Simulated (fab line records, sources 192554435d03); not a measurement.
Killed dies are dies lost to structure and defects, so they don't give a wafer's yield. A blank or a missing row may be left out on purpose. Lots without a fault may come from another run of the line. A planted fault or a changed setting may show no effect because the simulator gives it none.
Chamber matching | flow n5_finfet | N5_BEOL_M6_CURE_75 on uv_cure-01: 3 sister chambers
The step cures SiCOH lowk, time 120 s. 18 wafers are shown with their chamber, then 9 later ones without.

WAFERS WITH THEIR CHAMBER
wafer  | chamber | wafer_temp_C_max | lamp_power_pct (%)
L077.1 | 1       | 372.1            | 52.33
L077.4 | 1       | 372.0            | 52.29
L077.6 | 1       | 371.0            | 52.25
L077.2 | 1       | 371.4            | 52.33
L077.3 | 1       | 372.4            | 52.34
L077.5 | 1       | 371.6            | 52.37
L084.1 | 1       | 372.1            | 52.27
L084.2 | 1       | 372.3            | 52.31
L084.4 | 1       | 371.6            | 52.36
L084.3 | 1       | 371.7            | 52.35
L084.5 | 1       | 371.7            | 52.33
L084.6 | 1       | 372.0            | 52.29
L090.3 | 0       | 370.8            | 52.36
L090.4 | 0       | 371.6            | 52.39
L090.6 | 0       | 371.0            | 52.35
L089.3 | 2       | 372.3            | 52.40
L089.5 | 2       | 371.7            | 52.35
L089.6 | 2       | 371.2            | 52.30

SIGNATURES (means of the wafers above)
reading          | chamber 0 | chamber 1 | chamber 2 | scatter within a chamber
wafer_temp_C_max | 371.133   | 371.825   | 371.733   | 0.426
lamp_power_pct   | 52.3667   | 52.3183   | 52.3500   | 0.0373
Rule: a wafer's distance from a chamber is the root of the sum, over the readings, of the square of ((its reading less the chamber's mean) divided by the reading's scatter). The wafer belongs to the nearest chamber; if the next one is less than 2 further off, it can't be placed. The scatter: the root of (the sum of the squares of (reading less its chamber's mean) over the shown wafers, divided by (wafers less chambers)).

WAFERS WITHOUT THEIR CHAMBER
wafer  | wafer_temp_C_max | lamp_power_pct (%)
L094.1 | 371.2            | 52.30
L094.2 | 371.9            | 52.31
L094.4 | 371.7            | 52.32
L094.3 | 372.1            | 52.33
L094.5 | 372.0            | 52.41
L094.6 | 371.5            | 52.39
L093.1 | 371.7            | 52.30
L093.2 | 372.0            | 52.43
L093.4 | 371.3            | 52.35

WHICH CHAMBER EACH WENT THROUGH
wafer  | from the rows above          | in truth
L094.1 | can't be placed: 1 or 0 or 2 | 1
L094.2 | can't be placed: 1 or 2      | 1
L094.4 | can't be placed: 1 or 2 or 0 | 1
L094.3 | can't be placed: 1 or 2 or 0 | 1
L094.5 | can't be placed: 2 or 0 or 1 | 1
L094.6 | can't be placed: 0 or 2 or 1 | 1
L093.1 | can't be placed: 1 or 2 or 0 | 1
L093.2 | can't be placed: 2 or 0 or 1 | 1
L093.4 | can't be placed: 0 or 2 or 1 | 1
Placed correctly: 0 of 9. Can't be placed from these rows: 9 (the true chamber is among the candidates in 9). Placed wrongly: 0.
